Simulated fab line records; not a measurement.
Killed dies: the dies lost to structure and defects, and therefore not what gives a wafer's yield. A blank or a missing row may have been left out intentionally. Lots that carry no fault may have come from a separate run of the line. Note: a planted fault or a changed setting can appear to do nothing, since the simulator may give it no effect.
fab line records	flow n5Finfet
record lots=24	wafers=72	lastDay=17
route steps=1938 shown BEOL_M3@1020 BEOL_M4@1038
lots untouched by any fault: they come from a run of this same line in which no faults occurred
startH: hours from the record's opening day to when the first of the lot's shown wafers began	waitH: hours from the lot's prior step to this one	" unchanged from the row above	L1.1+2: a single row standing in for several wafers	- no value, or no start given	* or withheld: withheld	< > ~ a bound
route shown NAME@n: names a module that has steps shown in the file, with the first one's number in the route	usual: mean and standard deviation over wafers with no fault	same: alike in all rows	chamber/n: place in a boat	sites: the reading at each site	_std_site: the values' standard deviation	_edge_site: the outer-site mean with the inner-site mean subtracted	radiusMm: for every site, how far away it sits from the centre of the wafer	mask NAME#n: copy n	behind: the most recent tool/chamber to have shaped the wafer	hold: why the lot was held/for how many hours/how that ended	device: the transistor (n, p or np) that didn't switch	end of line: tests of these same wafers at the route's end	a step given without rows: its recipe and nothing more	killed: not the wafer's yield, but the dies lost to structure and defects at the first sort	map: a wafer's dies, marking killed ones x, the rest . and places with no die _
set.NAME: the setting as run; set.NAME@STEP: as run at that earlier step	model.NAME: the simulator's own value behind a step, which no gauge read
one table for each step of the route and one row for each wafer, over a sample of lots
services: from which hour (startH, from the record's first day; less than 0 if before it) a tool's chamber was out of use, for how many hours, and why
## steps
# step N5_BEOL_M3_INSPECT_59
# recipe inspectInstrument=darkfield	mode=postDep
# usual rawDefectCount=74/27
lot.wafer	tool	chamber	startH	waitH	rawDefectCount
L074.1	defectInspect-01	-	151.63	0.0	104
L074.3	"	-	"	"	98
L074.5	"	-	"	"	74
L075.2	defectInspect-01	-	156.39	0.0	53
L075.4	"	-	"	"	95
L075.6	"	-	"	"	77
L076.2	defectInspect-02	-	164.11	0.0	52
L076.4	"	-	"	"	56
L076.6	"	-	"	"	44
L077.1	defectInspect-02	-	170.88	0.0	92
L077.2	"	-	"	"	56
L077.6	"	-	"	"	123
L078.1	defectInspect-02	-	173.35	0.0	65
L078.4	"	-	"	"	98
L078.6	"	-	"	"	59
L079.1	defectInspect-02	-	178.47	0.0	100
L079.2	"	-	"	"	83
L079.3	"	-	"	"	92
L080.1	defectInspect-02	-	190.39	0.0	62
L080.5	"	-	"	"	73
L080.6	"	-	"	"	76
L081.1	defectInspect-02	-	197.88	0.0	72
L081.5	"	-	"	"	71
L081.6	"	-	"	"	92
L082.1	defectInspect-01	-	202.27	0.0	104
L082.3	"	-	"	"	89
L082.5	"	-	"	"	151
L083.1	defectInspect-02	-	210.60	0.0	83
L083.2	"	-	"	"	80
L083.5	"	-	"	"	71
L084.1	defectInspect-01	-	215.77	0.0	71
L084.3	"	-	"	"	96
L084.4	"	-	"	"	52
L085.1	defectInspect-01	-	219.02	0.0	60
L085.2	"	-	"	"	75
L085.6	"	-	"	"	73
L086.1	defectInspect-01	-	233.42	0.0	78
L086.3	"	-	"	"	70
L086.5	"	-	"	"	43
L088.3	defectInspect-02	-	233.80	0.0	57
L088.5	"	-	"	"	55
L088.6	"	-	"	"	105
L087.1	defectInspect-01	-	236.73	0.0	111
L087.2	"	-	"	"	79
L087.3	"	-	"	"	102
L089.1	defectInspect-01	-	240.04	0.0	53
L089.2	"	-	"	"	70
L089.5	"	-	"	"	72
L090.2	defectInspect-01	-	243.89	0.0	37
L090.4	"	-	"	"	41
L090.6	"	-	"	"	41
L091.1	defectInspect-02	-	250.49	0.0	57
L091.2	"	-	"	"	70
L091.6	"	-	"	"	86
L092.1	defectInspect-02	-	263.58	0.0	100
L092.2	"	-	"	"	42
L092.3	"	-	"	"	102
L094.2	defectInspect-02	-	281.19	0.0	56
L094.3	"	-	"	"	54
L094.5	"	-	"	"	85
L093.1	defectInspect-01	-	283.29	0.0	36
L093.2	"	-	"	"	73
L093.3	"	-	"	"	76
L095.1	defectInspect-01	-	284.37	0.0	45
L095.3	"	-	"	"	39
L095.6	"	-	"	"	28
L096.2	defectInspect-01	-	292.84	0.0	31
L096.3	"	-	"	"	31
L096.6	"	-	"	"	23
L097.1	defectInspect-01	-	294.76	0.0	40
L097.3	"	-	"	"	48
L097.6	"	-	"	"	94
# step N5_BEOL_M4_ETCH_74
# recipe chemistry=N2/H2	target=underlayer	targetDepthA=65	maskMaterial=CAR-EUV	timeS=5.2	ionEnergyEv=200	pressureMtorr=30	sourceW=840	biasW=150	n2FlowSccm=200	h2FlowSccm=200	ends=cleared
# usual drypumpMotorCurrentA=5.7/0.43	etchRfOnTimeS=5.20/0.2	n2FlowSccm=200.0/0.59	oesProductAu=0.68/0.085	rfFwdPowerW=819.1/2.4	rfVppV=524.3/2.2	showerheadPlenumPTorr=2.57/0.078	throttleValvePct=17.80/0.23
lot.wafer	tool	chamber	startH	waitH	drypumpMotorCurrentA	etchRfOnTimeS	n2FlowSccm	oesProductAu	rfFwdPowerW	rfHoursCounterH	rfVppV	showerheadPlenumPTorr	throttleValvePct
L074.1	rieDiel-06	0	152.97	0.0	5.7	5.35	199.3	0.66	820.5	121	523.0	2.56	17.68
L074.3	"	2	"	"	6.0	5.04	199.8	0.66	814.7	159	525.6	2.68	17.63
L074.5	"	3	"	"	5.8	4.91	200.7	0.65	816.9	-	523.3	2.53	18.06
L075.2	rieDiel-06	1	157.77	0.0	6.1	5.53	199.6	0.58	821.8	219	523.5	2.49	17.73
L075.4	"	0	"	"	5.7	5.38	200.5	0.64	815.4	124	525.1	2.56	17.66
L075.6	"	1	"	"	6.2	5.54	200.6	0.58	821.3	-	520.3	2.49	17.73
L076.2	rieDiel-06	3	165.24	0.0	5.8	4.96	200.3	0.65	821.0	186	524.2	2.53	18.06
L076.4	"	1	"	"	6.2	5.51	199.8	0.58	820.0	221	524.8	2.49	17.75
L076.6	"	1	"	"	6.2	5.58	200.2	0.58	820.3	-	522.8	2.49	17.77
L077.1	rieDiel-06	0	174.83	0.0	5.7	5.44	201.0	0.65	817.7	130	523.5	2.56	17.70
L077.2	"	2	"	"	6.1	5.09	200.2	0.65	821.9	167	527.8	2.68	17.68
L077.6	"	1	"	"	6.2	5.66	199.9	0.58	818.2	-	524.2	2.49	17.74
L078.1	rieDiel-04	2	175.37	0.0	4.8	5.42	199.6	0.56	823.5	239	527.5	2.61	18.31
L078.4	"	3	"	"	5.4	5.25	200.9	0.83	821.0	2	523.8	2.48	17.42
L078.6	"	3	"	"	5.4	5.14	200.4	0.83	821.9	-	523.0	2.48	17.36
L079.1	rieDiel-04	2	182.66	0.0	4.8	5.42	200.2	0.57	821.2	241	522.9	2.61	18.32
L079.2	"	3	"	"	5.4	5.18	201.2	0.82	815.6	5	520.6	2.48	17.41
L079.3	"	0	"	"	5.9	5.06	199.4	0.81	820.7	14	522.8	2.51	17.70
L080.1	rieDiel-05	3	193.39	0.0	5.6	5.18	199.8	0.78	815.7	16	526.5	2.73	17.88
L080.5	"	0	"	"	6.1	5.10	199.8	0.64	823.9	-	524.7	2.63	17.68
L080.6	"	2	"	"	6.3	5.03	199.6	0.71	819.0	-	529.6	2.68	17.77
L081.1	rieDiel-04	0	199.05	0.0	5.9	4.93	200.5	0.80	817.2	20	521.4	2.51	17.72
L081.5	"	3	"	"	5.4	5.26	199.3	0.79	825.1	-	521.9	2.48	17.42
L081.6	"	0	"	"	6.0	4.97	199.7	0.80	817.7	-	522.6	2.51	17.72
L082.1	rieDiel-06	1	204.68	0.0	6.1	5.57	199.6	0.58	818.0	236	523.4	2.48	17.78
L082.3	"	3	"	"	5.8	4.93	199.9	0.63	816.4	202	524.6	2.52	18.10
L082.5	"	0	"	"	5.7	5.30	200.8	0.63	819.4	-	522.9	2.55	17.69
L083.1	rieDiel-04	2	212.18	0.0	4.8	5.43	200.8	0.56	823.3	250	524.0	2.60	18.32
L083.2	"	1	"	"	5.1	5.19	199.8	0.59	820.4	243	527.1	2.60	18.16
L083.5	"	2	"	"	4.8	5.43	201.3	0.56	821.6	-	525.3	2.61	18.33
L084.1	rieDiel-04	3	217.52	0.0	5.4	5.24	200.0	0.78	819.9	16	523.2	2.47	17.42
L084.3	"	0	"	"	5.9	4.98	200.0	0.78	817.5	28	519.8	2.51	17.75
L084.4	"	1	"	"	5.1	5.18	200.9	0.58	817.8	245	524.9	2.60	18.16
L085.1	rieDiel-06	2	221.33	0.0	6.1	4.92	200.3	0.64	820.6	182	526.4	2.67	17.72
L085.2	"	0	"	"	5.7	5.38	200.7	0.64	823.5	145	524.3	2.55	17.69
L085.6	"	2	"	"	6.1	4.97	200.6	0.65	821.0	-	525.3	2.67	17.71
L086.1	rieDiel-06	2	234.82	0.0	6.1	5.10	200.3	0.63	818.8	187	522.1	2.67	17.71
L086.3	"	3	"	"	5.8	5.01	199.7	0.63	820.6	213	522.2	2.52	18.11
L086.5	"	1	"	"	6.2	5.62	198.7	0.56	818.6	-	523.8	2.48	17.79
L088.3	rieDiel-05	3	235.08	0.0	5.6	5.24	200.0	0.75	819.0	32	528.3	2.73	17.88
L088.5	"	1	"	"	5.2	5.02	200.5	0.83	817.0	-	524.3	2.61	17.70
L088.6	"	3	"	"	5.6	5.18	200.6	0.75	815.2	-	525.3	2.73	17.89
L087.1	rieDiel-06	3	237.77	0.0	5.8	4.89	198.4	0.64	815.1	214	523.3	2.52	18.10
L087.2	"	0	"	"	5.7	5.36	200.9	0.63	820.1	152	523.8	2.55	17.73
L087.3	"	2	"	"	6.1	5.01	200.0	0.65	821.0	188	525.9	2.67	17.70
L089.1	rieDiel-04	3	241.12	0.0	5.4	5.16	200.4	0.76	817.3	27	523.0	2.47	17.46
L089.2	"	0	"	"	5.9	4.95	198.8	0.77	819.1	39	523.4	2.50	17.77
L089.5	"	3	"	"	5.4	5.20	200.2	0.76	819.2	-	523.7	2.47	17.44
L090.2	rieDiel-04	2	244.76	0.0	4.8	5.45	200.2	0.82	821.7	2	526.2	2.60	17.83
L090.4	"	2	"	"	4.8	5.41	200.6	0.82	818.2	-	524.5	2.60	17.84
L090.6	"	0	"	"	5.9	4.91	201.4	0.76	822.6	-	521.7	2.50	17.75
L091.1	rieDiel-04	0	252.62	0.0	5.9	4.93	199.8	0.77	819.8	44	521.7	2.50	17.77
L091.2	"	2	"	"	4.8	5.46	199.8	0.80	818.7	6	525.3	2.60	17.89
L091.6	"	3	"	"	5.4	5.20	200.2	0.76	818.3	-	522.9	2.47	17.48
L092.1	rieDiel-06	2	264.46	0.0	6.0	5.02	200.1	0.63	819.5	198	522.4	2.66	17.73
L092.2	"	0	"	"	5.7	5.41	200.0	0.62	819.7	162	524.2	2.54	17.73
L092.3	"	3	"	"	5.8	4.99	200.1	0.63	818.2	218	522.4	2.52	18.15
L094.2	rieDiel-05	0	282.08	0.0	6.1	5.24	201.2	0.60	817.3	228	527.6	2.62	17.72
L094.3	"	3	"	"	5.6	5.27	200.0	0.72	820.0	47	530.0	2.72	17.91
L094.5	"	3	"	"	5.6	5.24	200.0	0.72	818.9	-	527.9	2.72	17.92
L093.1	rieDiel-05	0	284.44	0.0	6.1	5.15	199.5	0.62	816.9	228	526.1	2.62	17.73
L093.2	"	3	"	"	5.6	5.16	199.6	0.73	821.8	48	528.4	2.72	17.92
L093.3	"	1	"	"	5.2	5.05	200.0	0.79	819.2	30	524.8	2.60	17.74
L095.1	rieDiel-06	1	287.06	0.0	6.2	5.43	201.0	0.83	817.3	3	520.2	2.47	17.36
L095.3	"	0	"	"	5.7	5.36	199.5	0.62	817.0	173	524.3	2.54	17.76
L095.6	"	3	"	"	5.8	4.95	200.1	0.61	818.1	-	522.0	2.51	18.15
L096.2	rieDiel-05	1	295.23	0.0	5.2	5.06	200.1	0.79	814.9	33	526.1	2.60	17.73
L096.3	"	3	"	"	5.6	5.18	199.1	0.71	823.7	53	527.1	2.72	17.93
L096.6	"	3	"	"	5.6	5.24	200.0	0.73	820.8	-	525.2	2.72	17.90
L097.1	rieDiel-06	3	295.88	0.0	5.8	4.94	200.3	0.61	822.8	231	522.6	2.51	18.14
L097.3	"	0	"	"	5.7	5.42	199.5	0.61	820.0	176	524.1	2.54	17.78
L097.6	"	0	"	"	5.7	5.44	199.9	0.61	821.7	-	523.4	2.54	17.77
# step N5_BEOL_M4_ANNEAL_80
# recipe tempC=400	timeS=240	ambient=vacuum
# usual heaterPowerW=816/73
lot.wafer	tool	chamber	startH	waitH	heaterPowerW
L074.1	pvdSputter-02	-	158.42	0.0	794
L074.3	"	-	"	"	688
L074.5	"	-	"	"	798
L075.2	pvdSputter-02	-	167.47	0.0	887
L075.4	"	-	"	"	701
L075.6	"	-	"	"	791
L076.2	pvdSputter-01	-	170.90	0.0	888
L076.4	"	-	"	"	904
L076.6	"	-	"	"	851
L077.1	pvdSputter-01	-	178.60	0.0	888
L077.2	"	-	"	"	932
L077.6	"	-	"	"	868
L078.1	pvdSputter-03	-	179.97	0.0	838
L078.4	"	-	"	"	790
L078.6	"	-	"	"	781
L079.1	pvdSputter-03	-	192.47	0.0	787
L079.2	"	-	"	"	861
L079.3	"	-	"	"	784
L080.1	pvdSputter-01	-	199.64	0.0	758
L080.5	"	-	"	"	749
L080.6	"	-	"	"	868
L081.1	pvdSputter-03	-	202.30	0.0	820
L081.5	"	-	"	"	824
L081.6	"	-	"	"	741
L082.1	pvdSputter-03	-	213.31	0.0	796
L082.3	"	-	"	"	734
L082.5	"	-	"	"	830
L083.1	pvdSputter-03	-	218.46	0.0	860
L083.2	"	-	"	"	730
L083.5	"	-	"	"	737
L084.1	pvdSputter-02	-	222.28	0.0	874
L084.3	"	-	"	"	798
L084.4	"	-	"	"	709
L085.1	pvdSputter-01	-	225.65	0.0	873
L085.2	"	-	"	"	924
L085.6	"	-	"	"	867
L086.1	pvdSputter-03	-	241.91	0.0	782
L086.3	"	-	"	"	807
L086.5	"	-	"	"	810
L088.3	pvdSputter-02	-	241.96	0.0	876
L088.5	"	-	"	"	695
L088.6	"	-	"	"	792
L087.1	pvdSputter-02	-	244.63	0.0	858
L087.2	"	-	"	"	711
L087.3	"	-	"	"	955
L089.1	pvdSputter-01	-	244.99	0.0	730
L089.2	"	-	"	"	876
L089.5	"	-	"	"	861
L090.2	pvdSputter-01	-	250.82	0.0	758
L090.4	"	-	"	"	933
L090.6	"	-	"	"	866
L091.1	pvdSputter-03	-	264.22	0.0	806
L091.2	"	-	"	"	812
L091.6	"	-	"	"	771
L092.1	pvdSputter-02	-	271.11	0.0	965
L092.2	"	-	"	"	673
L092.3	"	-	"	"	848
L094.2	pvdSputter-02	-	287.72	0.0	698
L094.3	"	-	"	"	859
L094.5	"	-	"	"	785
L093.1	pvdSputter-01	-	288.26	0.0	930
L093.2	"	-	"	"	873
L093.3	"	-	"	"	877
L095.1	pvdSputter-03	-	291.91	0.0	815
L095.3	"	-	"	"	728
L095.6	"	-	"	"	730
L096.2	pvdSputter-02	-	302.69	0.0	990
L096.3	"	-	"	"	695
L096.6	"	-	"	"	961
L097.1	pvdSputter-03	-	304.47	0.0	805
L097.3	"	-	"	"	790
L097.6	"	-	"	"	723
# step N5_BEOL_M4_ANNEAL_82
# recipe tempC=400	timeS=240	ambient=vacuum
# usual heaterPowerW=817/74
lot.wafer	tool	chamber	startH	waitH	heaterPowerW
L074.1	pvdSputter-02	-	158.64	0.0	797
L074.3	"	-	"	"	698
L074.5	"	-	"	"	792
L075.2	pvdSputter-02	-	167.69	0.0	865
L075.4	"	-	"	"	682
L075.6	"	-	"	"	808
L076.2	pvdSputter-01	-	171.12	0.0	870
L076.4	"	-	"	"	855
L076.6	"	-	"	"	877
L077.1	pvdSputter-01	-	178.82	0.0	849
L077.2	"	-	"	"	912
L077.6	"	-	"	"	890
L078.1	pvdSputter-03	-	180.19	0.0	836
L078.4	"	-	"	"	794
L078.6	"	-	"	"	817
L079.1	pvdSputter-03	-	192.69	0.0	825
L079.2	"	-	"	"	862
L079.3	"	-	"	"	799
L080.1	pvdSputter-01	-	199.86	0.0	760
L080.5	"	-	"	"	756
L080.6	"	-	"	"	869
L081.1	pvdSputter-03	-	202.52	0.0	865
L081.5	"	-	"	"	843
L081.6	"	-	"	"	748
L082.1	pvdSputter-03	-	213.53	0.0	787
L082.3	"	-	"	"	738
L082.5	"	-	"	"	812
L083.1	pvdSputter-03	-	218.68	0.0	859
L083.2	"	-	"	"	725
L083.5	"	-	"	"	755
L084.1	pvdSputter-02	-	222.50	0.0	866
L084.3	"	-	"	"	792
L084.4	"	-	"	"	685
L085.1	pvdSputter-01	-	225.87	0.0	875
L085.2	"	-	"	"	916
L085.6	"	-	"	"	877
L086.1	pvdSputter-03	-	242.13	0.0	803
L086.3	"	-	"	"	794
L086.5	"	-	"	"	809
L088.3	pvdSputter-02	-	242.18	0.0	895
L088.5	"	-	"	"	681
L088.6	"	-	"	"	795
L087.1	pvdSputter-02	-	244.85	0.0	866
L087.2	"	-	"	"	692
L087.3	"	-	"	"	947
L089.1	pvdSputter-01	-	245.21	0.0	753
L089.2	"	-	"	"	898
L089.5	"	-	"	"	866
L090.2	pvdSputter-01	-	251.04	0.0	759
L090.4	"	-	"	"	924
L090.6	"	-	"	"	883
L091.1	pvdSputter-03	-	264.44	0.0	799
L091.2	"	-	"	"	842
L091.6	"	-	"	"	784
L092.1	pvdSputter-02	-	271.33	0.0	971
L092.2	"	-	"	"	691
L092.3	"	-	"	"	862
L094.2	pvdSputter-02	-	287.94	0.0	692
L094.3	"	-	"	"	868
L094.5	"	-	"	"	808
L093.1	pvdSputter-01	-	288.48	0.0	937
L093.2	"	-	"	"	912
L093.3	"	-	"	"	868
L095.1	pvdSputter-03	-	292.13	0.0	805
L095.3	"	-	"	"	741
L095.6	"	-	"	"	738
L096.2	pvdSputter-02	-	302.91	0.0	970
L096.3	"	-	"	"	685
L096.6	"	-	"	"	984
L097.1	pvdSputter-03	-	304.69	0.0	781
L097.3	"	-	"	"	810
L097.6	"	-	"	"	742
# step N5_BEOL_M4_SPUTTER_92
# recipe material=Cu	targetThkA=45	tempC=-20	chamberPressurePa=0.07	powerW=withheld	timeS=8.29
# usual throttleValvePct=29.9/0.75
lot.wafer	tool	chamber	startH	waitH	throttleValvePct
L074.1	pvdSputter-02	-	159.44	0.1	31.0
L074.3	"	-	"	"	29.9
L074.5	"	-	"	"	31.1
L075.2	pvdSputter-02	-	168.49	0.1	29.3
L075.4	"	-	"	"	29.5
L075.6	"	-	"	"	30.8
L076.2	pvdSputter-01	-	171.92	0.1	30.0
L076.4	"	-	"	"	30.0
L076.6	"	-	"	"	28.9
L077.1	pvdSputter-01	-	179.62	0.1	30.3
L077.2	"	-	"	"	30.1
L077.6	"	-	"	"	30.3
L078.1	pvdSputter-03	-	180.99	0.1	29.2
L078.4	"	-	"	"	30.0
L078.6	"	-	"	"	31.1
L079.1	pvdSputter-03	-	193.49	0.1	31.1
L079.2	"	-	"	"	29.0
L079.3	"	-	"	"	30.2
L080.1	pvdSputter-01	-	200.66	0.1	29.5
L080.5	"	-	"	"	29.7
L080.6	"	-	"	"	29.3
L081.1	pvdSputter-03	-	203.32	0.1	29.3
L081.5	"	-	"	"	29.0
L081.6	"	-	"	"	30.1
L082.1	pvdSputter-03	-	214.33	0.1	30.1
L082.3	"	-	"	"	29.5
L082.5	"	-	"	"	30.9
L083.1	pvdSputter-03	-	219.48	0.1	29.1
L083.2	"	-	"	"	29.9
L083.5	"	-	"	"	30.0
L084.1	pvdSputter-02	-	223.30	0.1	29.8
L084.3	"	-	"	"	31.0
L084.4	"	-	"	"	29.8
L085.1	pvdSputter-01	-	226.67	0.1	29.2
L085.2	"	-	"	"	30.0
L085.6	"	-	"	"	28.9
L086.1	pvdSputter-03	-	242.93	0.1	30.6
L086.3	"	-	"	"	30.8
L086.5	"	-	"	"	30.3
L088.3	pvdSputter-02	-	242.98	0.1	29.6
L088.5	"	-	"	"	29.4
L088.6	"	-	"	"	30.9
L087.1	pvdSputter-02	-	245.65	0.1	29.4
L087.2	"	-	"	"	29.9
L087.3	"	-	"	"	28.3
L089.1	pvdSputter-01	-	246.01	0.1	29.5
L089.2	"	-	"	"	29.1
L089.5	"	-	"	"	29.2
L090.2	pvdSputter-01	-	251.84	0.1	29.7
L090.4	"	-	"	"	30.4
L090.6	"	-	"	"	30.2
L091.1	pvdSputter-03	-	265.24	0.1	30.2
L091.2	"	-	"	"	28.9
L091.6	"	-	"	"	30.2
L092.1	pvdSputter-02	-	272.13	0.1	28.3
L092.2	"	-	"	"	29.6
L092.3	"	-	"	"	29.9
L094.2	pvdSputter-02	-	288.74	0.1	29.4
L094.3	"	-	"	"	29.5
L094.5	"	-	"	"	31.1
L093.1	pvdSputter-01	-	289.28	0.1	30.3
L093.2	"	-	"	"	30.1
L093.3	"	-	"	"	29.0
L095.1	pvdSputter-03	-	292.93	0.1	30.9
L095.3	"	-	"	"	30.1
L095.6	"	-	"	"	29.7
L096.2	pvdSputter-02	-	303.71	0.1	28.2
L096.3	"	-	"	"	29.6
L096.6	"	-	"	"	28.5
L097.1	pvdSputter-03	-	305.49	0.1	30.4
L097.3	"	-	"	"	31.1
L097.6	"	-	"	"	30.0
# step N5_BEOL_M4_SPUTTER_96
# recipe material=Cu	targetThkA=45	tempC=-20	chamberPressurePa=0.07	powerW=withheld	timeS=8.29
# usual throttleValvePct=29.9/0.73
lot.wafer	tool	chamber	startH	waitH	throttleValvePct
L074.1	pvdSputter-02	-	159.88	0.1	31.1
L074.3	"	-	"	"	29.8
L074.5	"	-	"	"	30.8
L075.2	pvdSputter-02	-	168.93	0.1	29.6
L075.4	"	-	"	"	29.3
L075.6	"	-	"	"	31.1
L076.2	pvdSputter-01	-	172.36	0.1	30.2
L076.4	"	-	"	"	30.2
L076.6	"	-	"	"	29.3
L077.1	pvdSputter-01	-	180.06	0.1	29.7
L077.2	"	-	"	"	30.3
L077.6	"	-	"	"	30.0
L078.1	pvdSputter-03	-	181.43	0.1	29.1
L078.4	"	-	"	"	30.2
L078.6	"	-	"	"	30.9
L079.1	pvdSputter-03	-	193.93	0.1	31.2
L079.2	"	-	"	"	28.8
L079.3	"	-	"	"	30.5
L080.1	pvdSputter-01	-	201.10	0.1	29.3
L080.5	"	-	"	"	29.9
L080.6	"	-	"	"	29.2
L081.1	pvdSputter-03	-	203.76	0.1	29.0
L081.5	"	-	"	"	29.0
L081.6	"	-	"	"	30.1
L082.1	pvdSputter-03	-	214.77	0.1	30.4
L082.3	"	-	"	"	29.9
L082.5	"	-	"	"	31.2
L083.1	pvdSputter-03	-	219.92	0.1	29.1
L083.2	"	-	"	"	29.9
L083.5	"	-	"	"	29.9
L084.1	pvdSputter-02	-	223.74	0.1	29.5
L084.3	"	-	"	"	30.9
L084.4	"	-	"	"	29.6
L085.1	pvdSputter-01	-	227.11	0.1	29.3
L085.2	"	-	"	"	30.5
L085.6	"	-	"	"	29.1
L086.1	pvdSputter-03	-	243.37	0.1	30.1
L086.3	"	-	"	"	31.0
L086.5	"	-	"	"	30.1
L088.3	pvdSputter-02	-	243.42	0.1	29.7
L088.5	"	-	"	"	29.4
L088.6	"	-	"	"	30.9
L087.1	pvdSputter-02	-	246.09	0.1	29.7
L087.2	"	-	"	"	29.5
L087.3	"	-	"	"	28.5
L089.1	pvdSputter-01	-	246.45	0.1	29.6
L089.2	"	-	"	"	29.1
L089.5	"	-	"	"	29.1
L090.2	pvdSputter-01	-	252.28	0.1	29.4
L090.4	"	-	"	"	30.3
L090.6	"	-	"	"	30.2
L091.1	pvdSputter-03	-	265.68	0.1	30.3
L091.2	"	-	"	"	29.0
L091.6	"	-	"	"	30.4
L092.1	pvdSputter-02	-	272.57	0.1	28.3
L092.2	"	-	"	"	29.6
L092.3	"	-	"	"	29.8
L094.2	pvdSputter-02	-	289.18	0.1	29.6
L094.3	"	-	"	"	29.7
L094.5	"	-	"	"	31.0
L093.1	pvdSputter-01	-	289.72	0.1	30.3
L093.2	"	-	"	"	30.2
L093.3	"	-	"	"	29.0
L095.1	pvdSputter-03	-	293.37	0.1	31.0
L095.3	"	-	"	"	29.8
L095.6	"	-	"	"	30.0
L096.2	pvdSputter-02	-	304.15	0.1	28.3
L096.3	"	-	"	"	29.4
L096.6	"	-	"	"	28.2
L097.1	pvdSputter-03	-	305.93	0.1	30.2
L097.3	"	-	"	"	31.0
L097.6	"	-	"	"	30.1
## services
tool	chamber	startH	hours	kind
rieDiel-05	3	131.35	-	clean
rieDiel-05	3	131.35	-	consumableReplace:focusRing
rieDiel-04	3	148.63	-	clean
rieDiel-04	3	148.63	-	consumableReplace:focusRing
rieDiel-04	3	148.63	22.8	scheduledDown
rieDiel-04	3	148.63	22.8	ventCycle
rieDiel-06	0	207.22	4.4	repair
rieDiel-04	2	217.90	5.7	repair
rieDiel-04	2	223.62	-	clean
rieDiel-04	2	223.62	-	consumableReplace:focusRing
rieDiel-04	2	223.62	14.5	scheduledDown
rieDiel-04	2	223.62	14.5	ventCycle
rieDiel-05	0	230.90	5.1	repair
rieDiel-04	1	238.23	-	clean
rieDiel-04	1	238.23	-	consumableReplace:focusRing
rieDiel-04	1	238.23	16.5	scheduledDown
rieDiel-04	1	238.23	16.5	ventCycle
rieDiel-06	3	245.02	16.7	repair
pvdSputter-01	-	252.79	1.5	repair
rieDiel-06	1	261.75	-	clean
rieDiel-06	1	261.75	-	consumableReplace:focusRing
rieDiel-06	1	261.75	17.4	scheduledDown
rieDiel-06	1	261.75	17.4	ventCycle
rieDiel-06	2	302.78	3.3	repair
## key
fault none
